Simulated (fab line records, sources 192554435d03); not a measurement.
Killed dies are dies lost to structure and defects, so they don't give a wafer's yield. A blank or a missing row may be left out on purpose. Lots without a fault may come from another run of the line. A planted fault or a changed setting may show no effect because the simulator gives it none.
Chamber matching | flow n5_finfet | N5_BEOL_M15_TRENCH_ETCH_34 on rie_diel-06: 4 sister chambers
The step etches SiO2 in C4F8/O2/Ar, target depth 872.93 nm, time 199 s. 4 wafers are shown with their chamber, then 8 later ones without.

WAFERS WITH THEIR CHAMBER
wafer  | chamber | drypump_motor_current_A (A)
L836.5 | 1       | 5.6
L841.2 | 3       | 5.7
L841.3 | 2       | 6.0
L846.2 | 0       | 5.9

WAFERS WITHOUT THEIR CHAMBER
wafer  | drypump_motor_current_A (A)
L846.3 | 5.6
L846.6 | 6.1
L849.2 | 5.9
L849.3 | 5.6
L849.5 | 5.7
L848.1 | 5.6
L848.2 | 5.7
L848.4 | 6.1

WHICH CHAMBER EACH WENT THROUGH
wafer  | from the rows above | in truth
L846.3 | 1                   | 1
L846.6 | 2                   | 2
L849.2 | 0                   | 0
L849.3 | 1                   | 1
L849.5 | 3                   | 3
L848.1 | 1                   | 1
L848.2 | 3                   | 3
L848.4 | 2                   | 2
Placed correctly: 8 of 8. Can't be placed from these rows: 0. Placed wrongly: 0.
How it was worked out, from the rows above alone: a wafer's distance from a chamber is the root of the sum, over the readings, of the square of ((its reading less the chamber's mean) divided by the reading's scatter). The wafer belongs to the nearest chamber; if the next one is less than 2 further off, it can't be placed. A chamber's mean is the mean of its shown wafers. The scatter: with one shown wafer a chamber, the root of the mean of the squares of how far each hidden wafer lies from its nearest shown one.
